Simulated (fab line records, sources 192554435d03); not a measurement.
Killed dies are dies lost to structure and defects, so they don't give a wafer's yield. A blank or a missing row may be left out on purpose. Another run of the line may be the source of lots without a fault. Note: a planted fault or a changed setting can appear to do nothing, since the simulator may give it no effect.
Matching of chambers + flow n5-finfet + N5_BEOL_M3_ETCH_69 on rie-diel-05 has 4 sister chambers
The step etches SiARC in CF4, target depth 15.6 nm, time 26 s. 27 wafers are shown with their chamber, then 12 later ones without.

EACH WAFER AND ITS CHAMBER
| wafer  | chamber | throttle-valve-pct (%) | drypump-motor-current-A (A) | showerhead-plenum-p-Torr (Torr) |
|--------|---------|------------------------|-----------------------------|---------------------------------|
| L075.1 | 3       | 15.47                  | 5.62                        | 2.19                            |
| L075.3 | 2       | 15.92                  | 6.09                        | 2.05                            |
| L075.5 | 1       | 15.92                  | 5.90                        | 2.22                            |
| L076.3 | 2       | 15.91                  | 6.08                        | 2.05                            |
| L076.5 | 2       | 15.95                  | 6.08                        | 2.05                            |
| L076.6 | 3       | 15.48                  | 5.62                        | 2.19                            |
| L078.3 | 2       | 15.95                  | 6.03                        | 2.05                            |
| L078.5 | 2       | 15.94                  | 6.03                        | 2.05                            |
| L078.6 | 3       | 15.49                  | 5.63                        | 2.18                            |
| L081.1 | 1       | 15.97                  | 5.92                        | 2.21                            |
| L081.3 | 3       | 15.51                  | 5.63                        | 2.18                            |
| L081.6 | 2       | 15.94                  | 6.05                        | 2.04                            |
| L084.1 | 2       | 15.95                  | 6.05                        | 2.04                            |
| L084.4 | 0       | 15.12                  | 5.64                        | 2.20                            |
| L084.6 | 1       | 15.97                  | 5.90                        | 2.21                            |
| L086.1 | 1       | 15.97                  | 5.89                        | 2.21                            |
| L086.2 | 3       | 15.53                  | 5.62                        | 2.18                            |
| L086.3 | 2       | 15.99                  | 6.04                        | 2.04                            |
| L087.1 | 1       | 15.97                  | 5.90                        | 2.21                            |
| L087.4 | 0       | 15.14                  | 5.62                        | 2.19                            |
| L087.5 | 2       | 15.99                  | 6.05                        | 2.04                            |
| L088.1 | 1       | 16.01                  | 5.93                        | 2.21                            |
| L088.3 | 2       | 15.97                  | 6.05                        | 2.04                            |
| L088.6 | 0       | 15.15                  | 5.63                        | 2.19                            |
| L089.3 | 1       | 16.00                  | 5.92                        | 2.20                            |
| L089.4 | 0       | 15.15                  | 5.65                        | 2.19                            |
| L089.6 | 2       | 16.00                  | 6.05                        | 2.04                            |

SIGNATURES (averages over the wafers above)
| reading                  | chamber 0 | chamber 1 | chamber 2 | chamber 3 | scatter within a chamber |
|--------------------------|-----------|-----------|-----------|-----------|--------------------------|
| throttle-valve-pct       | 15.1400   | 15.9729   | 15.9555   | 15.4960   | 0.0267                   |
| drypump-motor-current-A  | 5.6350    | 5.9086    | 6.0545    | 5.6240    | 0.0161                   |
| showerhead-plenum-p-Torr | 2.1925    | 2.2100    | 2.0445    | 2.1840    | 0.00539                  |
Rule: a wafer's distance from a chamber is the root of the sum, over the readings, of the square of ((its reading less the chamber's mean) divided by the reading's scatter). If the next closest chamber is less than 2 further off than the closest, the wafer can't be placed; otherwise it belongs to the closest. The scatter: take each reading less its chamber's mean, square it, sum over the shown wafers, divide by the number of wafers less the number of chambers, and take the root.

WAFERS WITHOUT THEIR CHAMBER
| wafer  | throttle-valve-pct (%) | drypump-motor-current-A (A) | showerhead-plenum-p-Torr (Torr) |
|--------|------------------------|-----------------------------|---------------------------------|
| L090.2 | 16.00                  | 5.91                        | 2.20                            |
| L090.4 | 15.16                  | 5.63                        | 2.19                            |
| L090.6 | 16.02                  | 5.92                        | 2.20                            |
| L097.2 | 16.02                  | 6.03                        | 2.04                            |
| L097.3 | 15.19                  | 5.63                        | 2.19                            |
| L097.5 | 16.01                  | 6.04                        | 2.04                            |
| L096.1 | 15.54                  | 5.64                        | 2.17                            |
| L096.2 | 16.01                  | 5.91                        | 2.20                            |
| L096.3 | 16.00                  | 6.03                        | 2.04                            |
| L096.4 | 15.16                  | 5.64                        | 2.19                            |
| L096.5 | 15.55                  | 5.62                        | 2.17                            |
| L096.6 | 15.18                  | 5.62                        | 2.19                            |

WHICH CHAMBER EACH WENT THROUGH
| wafer  | from the rows above | in truth |
|--------|---------------------|----------|
| L090.2 | 1                   | 1        |
| L090.4 | 0                   | 0        |
| L090.6 | 1                   | 1        |
| L097.2 | 2                   | 2        |
| L097.3 | 0                   | 0        |
| L097.5 | 2                   | 2        |
| L096.1 | 3                   | 3        |
| L096.2 | 1                   | 1        |
| L096.3 | 2                   | 2        |
| L096.4 | 0                   | 0        |
| L096.5 | 3                   | 3        |
| L096.6 | 0                   | 0        |
12 of 12 placed correctly. Number that these rows cannot place: 0. Placed wrongly: 0.
